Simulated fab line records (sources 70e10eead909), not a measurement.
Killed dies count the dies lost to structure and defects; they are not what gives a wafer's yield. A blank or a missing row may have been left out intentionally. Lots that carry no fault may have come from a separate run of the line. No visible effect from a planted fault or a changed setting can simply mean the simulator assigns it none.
What tool caused it? || flow nand-harc || 13 lots, 39 wafers sampled, at 4 steps of a route of 1302

== WHAT EACH GAUGE READ, for each wafer ==
NHARC_A_ONON_D1_THK_MEAS_11: measures by ellipsometry. Usual: 1001 nm for thk-nm, sd 11.
{"lot": "L202", "measured": "day 7 16:06", "on": "film-metro-02", "thk-nm (nm)": "999 999 999", "flag": ""}
{"lot": "L204", "measured": "day 8 13:43", "on": "film-metro-02", "thk-nm (nm)": "990 989 990", "flag": ""}
{"lot": "L205", "measured": "day 9 06:07", "on": "film-metro-02", "thk-nm (nm)": "1008 1010 1007", "flag": ""}
{"lot": "L206", "measured": "day 9 14:34", "on": "film-metro-01", "thk-nm (nm)": "993 994 992", "flag": ""}
{"lot": "L209", "measured": "day 10 19:20", "on": "film-metro-01", "thk-nm (nm)": "1019 1020 1019", "flag": ""}
{"lot": "L210", "measured": "day 11 08:20", "on": "film-metro-02", "thk-nm (nm)": "995 998 997", "flag": ""}
{"lot": "L211", "measured": "day 11 21:29", "on": "film-metro-01", "thk-nm (nm)": "1002 1001 1000", "flag": ""}
{"lot": "L212", "measured": "day 11 21:26", "on": "film-metro-01", "thk-nm (nm)": "1003 1003 1002", "flag": ""}
{"lot": "L217", "measured": "day 13 22:10", "on": "film-metro-01", "thk-nm (nm)": "990 989 989", "flag": ""}
{"lot": "L218", "measured": "day 14 11:53", "on": "film-metro-01", "thk-nm (nm)": "1002 998 1000", "flag": ""}
{"lot": "L223", "measured": "day 16 15:13", "on": "film-metro-01", "thk-nm (nm)": "985 987 985", "flag": ""}
{"lot": "L224", "measured": "day 16 21:53", "on": "film-metro-01", "thk-nm (nm)": "1005 1005 1005", "flag": ""}
{"lot": "L225", "measured": "day 17 08:42", "on": "film-metro-01", "thk-nm (nm)": "991 989 990", "flag": ""}

NHARC_A_ONON_D1_THK_MEAS_30: measures by ellipsometry. Usual: 1001 nm for thk-nm, sd 11.
{"lot": "L202", "measured": "day 8 01:48", "on": "film-metro-01", "thk-nm (nm)": "995 995 997", "flag": ""}
{"lot": "L204", "measured": "day 9 00:29", "on": "film-metro-01", "thk-nm (nm)": "1012 1011 1012", "flag": ""}
{"lot": "L205", "measured": "day 9 16:46", "on": "film-metro-02", "thk-nm (nm)": "1000 1000 998", "flag": ""}
{"lot": "L206", "measured": "day 10 01:10", "on": "film-metro-02", "thk-nm (nm)": "999 998 997", "flag": ""}
{"lot": "L209", "measured": "day 11 05:59", "on": "film-metro-01", "thk-nm (nm)": "992 994 993", "flag": ""}
{"lot": "L210", "measured": "day 11 18:43", "on": "film-metro-01", "thk-nm (nm)": "1001 1000 1001", "flag": ""}
{"lot": "L211", "measured": "day 12 08:38", "on": "film-metro-01", "thk-nm (nm)": "1030 1030 1029", "flag": ""}
{"lot": "L212", "measured": "day 12 08:24", "on": "film-metro-02", "thk-nm (nm)": "1001 1003 1001", "flag": ""}
{"lot": "L217", "measured": "day 14 08:48", "on": "film-metro-02", "thk-nm (nm)": "1525 1523 1522 1524 1523 1523", "flag": "OFF"}
{"lot": "L218", "measured": "day 15 01:13", "on": "film-metro-02", "thk-nm (nm)": "1544 1545 1547 1545 1546 1545", "flag": "OFF"}
{"lot": "L223", "measured": "day 17 06:09", "on": "film-metro-02", "thk-nm (nm)": "998 1000 999", "flag": ""}
{"lot": "L224", "measured": "day 17 06:10", "on": "film-metro-01", "thk-nm (nm)": "994 995 996", "flag": ""}
{"lot": "L225", "measured": "day 17 19:08", "on": "film-metro-02", "thk-nm (nm)": "1006 1006 1005", "flag": ""}

== EACH LOT AND THE TOOL THAT RAN IT (in order: tool; ch and the chambers of the sampled wafers; start) ==
{"lot": "L202", "NHARC_A_ZERO_WELL_DESCUM_12": "rie-diel-10 ch 0,2, day 6 16:04", "NHARC_A_ONON_D1_DEP_28": "pecvd-onon-03 ch 0, day 8 01:24"}
{"lot": "L204", "NHARC_A_ZERO_WELL_DESCUM_12": "rie-diel-10 ch 0,2,3, day 7 13:28", "NHARC_A_ONON_D1_DEP_28": "pecvd-onon-03 ch 0, day 9 00:09"}
{"lot": "L205", "NHARC_A_ZERO_WELL_DESCUM_12": "rie-diel-10 ch 0,1,2, day 8 05:40", "NHARC_A_ONON_D1_DEP_28": "pecvd-onon-03 ch 0, day 9 16:15"}
{"lot": "L206", "NHARC_A_ZERO_WELL_DESCUM_12": "rie-diel-10 ch 1,2, day 8 13:24", "NHARC_A_ONON_D1_DEP_28": "pecvd-onon-03 ch 0, day 10 00:43"}
{"lot": "L209", "NHARC_A_ZERO_WELL_DESCUM_12": "rie-diel-10 ch 0,1,3, day 9 15:24", "NHARC_A_ONON_D1_DEP_28": "pecvd-onon-02 ch 0, day 11 05:28"}
{"lot": "L210", "NHARC_A_ZERO_WELL_DESCUM_12": "rie-diel-10 ch 0,1,3, day 10 04:38", "NHARC_A_ONON_D1_DEP_28": "pecvd-onon-02 ch 0, day 11 18:12"}
{"lot": "L211", "NHARC_A_ZERO_WELL_DESCUM_12": "rie-diel-10 ch 0,1,2, day 10 17:42", "NHARC_A_ONON_D1_DEP_28": "pecvd-onon-03 ch 0, day 12 08:07"}
{"lot": "L212", "NHARC_A_ZERO_WELL_DESCUM_12": "rie-diel-10 ch 2,3, day 10 19:59", "NHARC_A_ONON_D1_DEP_28": "pecvd-onon-02 ch 0, day 12 07:53"}
{"lot": "L217", "NHARC_A_ZERO_WELL_DESCUM_12": "rie-diel-10 ch 0,2, day 12 21:43", "NHARC_A_ONON_D1_DEP_28": "pecvd-onon-03 ch 0, day 14 08:20"}
{"lot": "L218", "NHARC_A_ZERO_WELL_DESCUM_12": "rie-diel-10 ch 0,1,3, day 13 09:44", "NHARC_A_ONON_D1_DEP_28": "pecvd-onon-03 ch 0, day 15 00:43"}
{"lot": "L223", "NHARC_A_ZERO_WELL_DESCUM_12": "rie-diel-09 ch 0,2,3, day 15 15:46", "NHARC_A_ONON_D1_DEP_28": "pecvd-onon-01 ch 0, day 17 05:38"}
{"lot": "L224", "NHARC_A_ZERO_WELL_DESCUM_12": "rie-diel-10 ch 0,1, day 15 21:02", "NHARC_A_ONON_D1_DEP_28": "pecvd-onon-02 ch 0, day 17 05:43"}
{"lot": "L225", "NHARC_A_ZERO_WELL_DESCUM_12": "rie-diel-09 ch 0,2, day 16 06:45", "NHARC_A_ONON_D1_DEP_28": "pecvd-onon-02 ch 0, day 17 18:37"}
- NHARC_A_ZERO_WELL_DESCUM_12: chemistry O2, time 3 s.
- NHARC_A_ONON_D1_DEP_28: target thk 1000 nm.

== WHAT THE TOOLS THEMSELVES READ (means of the sampled wafers that have a number; where no wafer has one, the mark that the record gives instead) ==
NHARC_A_ZERO_WELL_DESCUM_12. Usual: drypump-motor-current-A 5.7 A, standard deviation 0.6; o2-flow-sccm 199.9 sccm, standard deviation 0.59; oes-product-au 1.000 a.u., standard deviation 0.0072; rf-vpp-V 58.1 V, standard deviation 0.89; showerhead-plenum-p-Torr 1.98 Torr, standard deviation 0.079; throttle-valve-pct 11.310 %, standard deviation 0.0086.
{"lot": "L202", "tool": "rie-diel-10", "drypump-motor-current-A (A)": 6.2, "o2-flow-sccm (sccm)": 199.9, "oes-product-au (a.u.)": 0.999, "rf-vpp-V (V)": 56.8, "showerhead-plenum-p-Torr (Torr)": 1.96, "throttle-valve-pct (%)": 11.306, "flag": ""}
{"lot": "L204", "tool": "rie-diel-10", "drypump-motor-current-A (A)": 6.0, "o2-flow-sccm (sccm)": 199.7, "oes-product-au (a.u.)": 1.002, "rf-vpp-V (V)": 58.5, "showerhead-plenum-p-Torr (Torr)": 1.98, "throttle-valve-pct (%)": 11.314, "flag": ""}
{"lot": "L205", "tool": "rie-diel-10", "drypump-motor-current-A (A)": 5.8, "o2-flow-sccm (sccm)": 199.8, "oes-product-au (a.u.)": 1.000, "rf-vpp-V (V)": 58.3, "showerhead-plenum-p-Torr (Torr)": 1.98, "throttle-valve-pct (%)": 11.311, "flag": ""}
{"lot": "L206", "tool": "rie-diel-10", "drypump-motor-current-A (A)": 5.7, "o2-flow-sccm (sccm)": 199.8, "oes-product-au (a.u.)": 1.003, "rf-vpp-V (V)": 58.6, "showerhead-plenum-p-Torr (Torr)": 2.02, "throttle-valve-pct (%)": 11.313, "flag": ""}
{"lot": "L209", "tool": "rie-diel-10", "drypump-motor-current-A (A)": 5.6, "o2-flow-sccm (sccm)": 200.1, "oes-product-au (a.u.)": 0.997, "rf-vpp-V (V)": 58.8, "showerhead-plenum-p-Torr (Torr)": 2.00, "throttle-valve-pct (%)": 11.311, "flag": ""}
{"lot": "L210", "tool": "rie-diel-10", "drypump-motor-current-A (A)": 5.6, "o2-flow-sccm (sccm)": 200.2, "oes-product-au (a.u.)": 1.004, "rf-vpp-V (V)": 58.2, "showerhead-plenum-p-Torr (Torr)": 2.00, "throttle-valve-pct (%)": 11.313, "flag": ""}
{"lot": "L211", "tool": "rie-diel-10", "drypump-motor-current-A (A)": 5.8, "o2-flow-sccm (sccm)": 199.8, "oes-product-au (a.u.)": 1.009, "rf-vpp-V (V)": 57.9, "showerhead-plenum-p-Torr (Torr)": 1.98, "throttle-valve-pct (%)": 11.314, "flag": ""}
{"lot": "L212", "tool": "rie-diel-10", "drypump-motor-current-A (A)": 5.9, "o2-flow-sccm (sccm)": 200.1, "oes-product-au (a.u.)": 1.005, "rf-vpp-V (V)": 58.7, "showerhead-plenum-p-Torr (Torr)": 2.02, "throttle-valve-pct (%)": 11.313, "flag": ""}
{"lot": "L217", "tool": "rie-diel-10", "drypump-motor-current-A (A)": 6.3, "o2-flow-sccm (sccm)": 200.0, "oes-product-au (a.u.)": 0.995, "rf-vpp-V (V)": 58.5, "showerhead-plenum-p-Torr (Torr)": 1.91, "throttle-valve-pct (%)": 11.313, "flag": ""}
{"lot": "L218", "tool": "rie-diel-10", "drypump-motor-current-A (A)": 5.6, "o2-flow-sccm (sccm)": 199.8, "oes-product-au (a.u.)": 0.994, "rf-vpp-V (V)": 58.9, "showerhead-plenum-p-Torr (Torr)": 2.00, "throttle-valve-pct (%)": 11.314, "flag": ""}
{"lot": "L223", "tool": "rie-diel-09", "drypump-motor-current-A (A)": 5.6, "o2-flow-sccm (sccm)": 199.5, "oes-product-au (a.u.)": 1.000, "rf-vpp-V (V)": 58.7, "showerhead-plenum-p-Torr (Torr)": 1.96, "throttle-valve-pct (%)": 11.299, "flag": ""}
{"lot": "L224", "tool": "rie-diel-10", "drypump-motor-current-A (A)": 5.9, "o2-flow-sccm (sccm)": 199.8, "oes-product-au (a.u.)": 1.003, "rf-vpp-V (V)": 57.7, "showerhead-plenum-p-Torr (Torr)": 1.94, "throttle-valve-pct (%)": 11.314, "flag": ""}
{"lot": "L225", "tool": "rie-diel-09", "drypump-motor-current-A (A)": 6.0, "o2-flow-sccm (sccm)": 199.9, "oes-product-au (a.u.)": 1.005, "rf-vpp-V (V)": 58.9, "showerhead-plenum-p-Torr (Torr)": 1.96, "throttle-valve-pct (%)": 11.311, "flag": ""}

== THE ANSWER, worked out from the rows above alone ==
Rule: lot off if the mean of its wafers having a number is beyond 3 standard deviations from the usual mean. A lot without any number at a reading at which 4 lots or more have one is off too. Any other lot the step has rows for is counted as sound. After the gauges, taken in route order, come the tools' own readings; for these a lot's mean is taken, as printed above. At the first step where some lot is off, the reading lying furthest off is the one used; lots without a number count as furthest.
Off at NHARC_A_ONON_D1_THK_MEAS_30 (thk-nm): L217, L218.
A tool fits if, at a process step before that reading, it ran every lot that is off, and no sound lot after the first of them. Gauges at NHARC_A_ONON_D1_THK_MEAS_30: tried the same way as those tools. One fits: pecvd-onon-03 at NHARC_A_ONON_D1_DEP_28. Its last sound lot is L211 (day 12 08:07), its first lot that is off L217 (day 14 08:20): a fault that began between those two fits.

== WHAT HAD BEEN PUT IN BY THE SIMULATOR ==
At NHARC_A_ONON_D1_DEP_28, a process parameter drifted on pecvd-onon-03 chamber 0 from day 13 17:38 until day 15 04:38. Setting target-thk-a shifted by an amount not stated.
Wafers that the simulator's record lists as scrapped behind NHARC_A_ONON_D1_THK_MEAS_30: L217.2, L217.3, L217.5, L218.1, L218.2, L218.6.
Lots struck among those shown: L217, L218. This agrees with what the rule above found.
